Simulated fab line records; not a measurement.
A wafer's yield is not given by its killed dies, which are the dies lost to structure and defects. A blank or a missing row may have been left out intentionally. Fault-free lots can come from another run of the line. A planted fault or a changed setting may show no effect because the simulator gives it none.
A lot that was struck, set against a sound lot | flow nand-harc | 14 out of 1302 route steps
Sound: wafers L387.1, L387.2, L387.4. Wafers struck: L378.1, L378.2, L378.4. Last of all comes the cause.
Order at every step that has rows: each side's tool, ch and its chambers, its first start. Under that, the readings that differ: sound wafers | struck wafers | difference of the means | sigmas: that difference in standard deviations of wafers without a fault.
alike: same words and numbers on both sides, and readings whose means sit less than 2 such deviations apart. not compared: any withheld reading, any reading some wafer has no value for, any bound like >300 that may hide the same value, and any number with overlapping values for which the record gives no deviation.
A row with sigmas, a row that says differs or no value, or rows on one side alone: a step with any of these is where the two part. Non-overlapping numbers with no deviation appear without sigmas and do not part them. A reading that every wafer of one side lacks parts them only if that side has two wafers or more.

NHARC_P_GATE_ALD_36: deposits SiNx, target thk 20 nm, pulse time 60 s, ald cycles 223.
  sound on ald-sin-01 ch 0,1,2, day 13 16:29; struck on ald-sin-03 ch 0,1,3, day 10 09:50
  alike: heater-power-outer-w, heater-power-w, precursor-pulse-height-rel
NHARC_P_GATE_ETCHBACK_37: etches the open film in CHF3/O2, target depth 34.5 nm, time 17.2 s.
  sound: rie-diel-07 ch 0,1; struck: rie-diel-08 ch 0,2,3
  reading                         | sound          | struck         | difference | sigmas
  showerhead-plenum-p-Torr (Torr) | 2.48 2.54 2.54 | 2.37 2.34 2.30 | -0.18      | -2
  alike: drypump-motor-current-A, o2-flow-sccm, oes-product-au, rf-vpp-V, throttle-valve-pct
  not compared: rf-hours-counter-h
NHARC_P_GATE_STRIP_101: strips in O2, time 20 s.
  sound on rie-diel-07 ch 0,1, day 14 01:58; struck on rie-diel-08 ch 0,2,3, day 10 19:29
  alike: drypump-motor-current-A, o2-flow-sccm, oes-product-au, rf-vpp-V, showerhead-plenum-p-Torr, throttle-valve-pct
  not compared: rf-hours-counter-h
then, 9 steps without rows for these wafers: NHARC_P_GATE_PRECLEAN_97 (cleans in SPM, time 600 s); NHARC_P_GATE_SRD_98; NHARC_P_GATE_PRECLEAN_99 (cleans in SC1); NHARC_P_GATE_SRD_100; NHARC_P_GATE_DEHYDRATE_38 (time 120 s); NHARC_P_GATE_HMDS_39 (time 30 s); NHARC_P_GATE_COAT_40; NHARC_P_GATE_SOFTBAKE_41 (time 95 s); NHARC_P_GATE_EBR_42.
NHARC_P_GATE_EXPOSE_43: exposes mask P NSD, target cd 720 nm.
  sound on krf-scanner-02 ch 0, day 14 02:44; struck on krf-scanner-03, day 10 20:15
  no value came back on the struck wafers for exposure-dose-mJ-cm2, focus-offset-nm (nm); on the sound wafers exposure-dose-mJ-cm2 reads 14.804 14.809 14.799
  alike: mask
then, 1 step without rows for these wafers: NHARC_P_GATE_PEB_44 (peb time 85 s).

## WHERE THEY PART
At NHARC_P_GATE_ETCHBACK_37 first; at NHARC_P_GATE_EXPOSE_43 last (within this record only).

WHY: what had been put in by the simulator
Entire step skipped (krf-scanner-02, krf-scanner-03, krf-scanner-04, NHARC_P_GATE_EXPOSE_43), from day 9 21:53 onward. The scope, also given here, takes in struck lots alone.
